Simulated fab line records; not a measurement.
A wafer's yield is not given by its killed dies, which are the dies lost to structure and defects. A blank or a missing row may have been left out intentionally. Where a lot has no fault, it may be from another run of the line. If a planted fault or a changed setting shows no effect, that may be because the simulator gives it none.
Which tool is to blame?    flow n5-finfet    Sampling: 9 lots, 25 wafers, 5 of 1938 route steps

== WHAT EACH GAUGE READ, for each wafer ==
N5_BEOL_M4_RC_MEAS_101.
lot   measured      on         DIBL_N (mV/V)
L203  day 10 02:59  prober-01  36.7 36.5 37.5
L205  day 10 15:55  prober-01  48.5 35.7 48.4
L207  day 11 15:10  prober-01  38.2 51.9
L208  day 11 17:10  prober-02  51.8 50.7
L213  day 13 12:34  prober-02  35.9 38.0 36.0
L218  day 14 05:22  prober-02  34.3 34.8 33.7
L219  day 14 09:46  prober-01  34.4 35.5 38.4
L220  day 15 14:51  prober-02  35.6 34.9 36.8
L221  day 15 18:29  prober-02  35.4 34.7 40.7

== WHAT TOOL EACH LOT RAN ON (gives the tool, then ch and the chambers of the sampled wafers, and finally the start) ==
lot   N5_DUMMY_GATE_TRIM_49            N5_DUMMY_GATE_STRIP_41             N5_SPACER0_ALD_00                 N5_SD_EPI_N_ETCH_35
L203  rie-si-04 ch 1,2,3, day 3 23:58  rie-diel-05 ch 0,1,3, day 4 00:13  ald-sin-04 ch 0,2, day 4 01:06    rie-diel-03 ch 1,2,3, day 4 02:19
L205  rie-si-03 ch 1,2,3, day 4 11:29  rie-diel-05 ch 0,3, day 4 11:43    ald-sin-04 ch 1,2,3, day 4 12:38  rie-diel-06 ch 0,3, day 4 13:38
L207  rie-si-04 ch 0,2, day 5 01:39    rie-diel-01 ch 0,1, day 5 01:53    ald-sin-04 ch 0,2, day 5 03:24    rie-diel-03 ch 1,2, day 5 04:50
L208  rie-si-03 ch 1,2, day 5 11:23    rie-diel-04 ch 0,3, day 5 11:37    ald-sin-04 ch 3, day 5 12:39      rie-diel-03 ch 1, day 5 13:31
L213  rie-si-05 ch 1,2,3, day 6 12:20  rie-diel-04 ch 1,2,3, day 6 12:36  ald-sin-01 ch 0,1, day 6 13:35    rie-diel-02 ch 1,2, day 6 14:43
L218  rie-si-05 ch 0,1,2, day 7 16:09  rie-diel-05 ch 2,3, day 7 16:29    ald-sin-04 ch 0,2,3, day 7 17:26  rie-diel-02 ch 1,2, day 7 18:25
L219  rie-si-05 ch 0,1,2, day 8 01:13  rie-diel-04 ch 1,3, day 8 01:46    ald-sin-01 ch 1,2,3, day 8 02:55  rie-diel-06 ch 0,1,2, day 8 04:41
L220  rie-si-05 ch 0,1,2, day 8 04:25  rie-diel-04 ch 0,1,2, day 8 04:40  ald-sin-04 ch 1,2,3, day 8 05:32  rie-diel-02 ch 0,1,2, day 8 06:34
L221  rie-si-04 ch 0,1,3, day 8 09:57  rie-diel-05 ch 0,1,3, day 8 10:11  ald-sin-04 ch 1,2,3, day 8 11:04  rie-diel-06 ch 0,2,3, day 8 12:04
- N5_DUMMY_GATE_TRIM_49: chemistry O2, time 29 s, target cd 14 nm.
- N5_DUMMY_GATE_STRIP_41: strips in O2.
- N5_SPACER0_ALD_00: deposits SiOCN, target thk 3.5 nm, pulse time 3 s, purge time 2 s.
- N5_SD_EPI_N_ETCH_35: etches SOC in N2/H2, overetch 108 nm, time 486 s.

== THE ANSWER, worked out from the rows above alone ==
Rule: the usual values come from the lots themselves. Put in order of their means at a reading, lots are off if they are a third of the lots or fewer, leave a main group of 4 or more, and stand apart from it by a gap of 3 or more times the standard deviation of the main group's means; of several such gaps the widest counts. A main group whose means are all the same, to the digits that the tables above print for the reading, isn't used. A lot without any number at a reading at which 4 lots or more have one is off too. Any other lot the step has rows for is counted as sound.
Off: L205, L207, L208, at N5_BEOL_M4_RC_MEAS_101 (DIBL_N). The main group: mean 36.1 mV/V, standard deviation 0.92.
If a tool, at a process step before that reading, ran all the lots that are off and no sound lot after the first of them, it fits. Gauges at N5_BEOL_M4_RC_MEAS_101: tried the same way as those tools. None of those tried fits.

== WHAT HAD BEEN PUT IN BY THE SIMULATOR ==
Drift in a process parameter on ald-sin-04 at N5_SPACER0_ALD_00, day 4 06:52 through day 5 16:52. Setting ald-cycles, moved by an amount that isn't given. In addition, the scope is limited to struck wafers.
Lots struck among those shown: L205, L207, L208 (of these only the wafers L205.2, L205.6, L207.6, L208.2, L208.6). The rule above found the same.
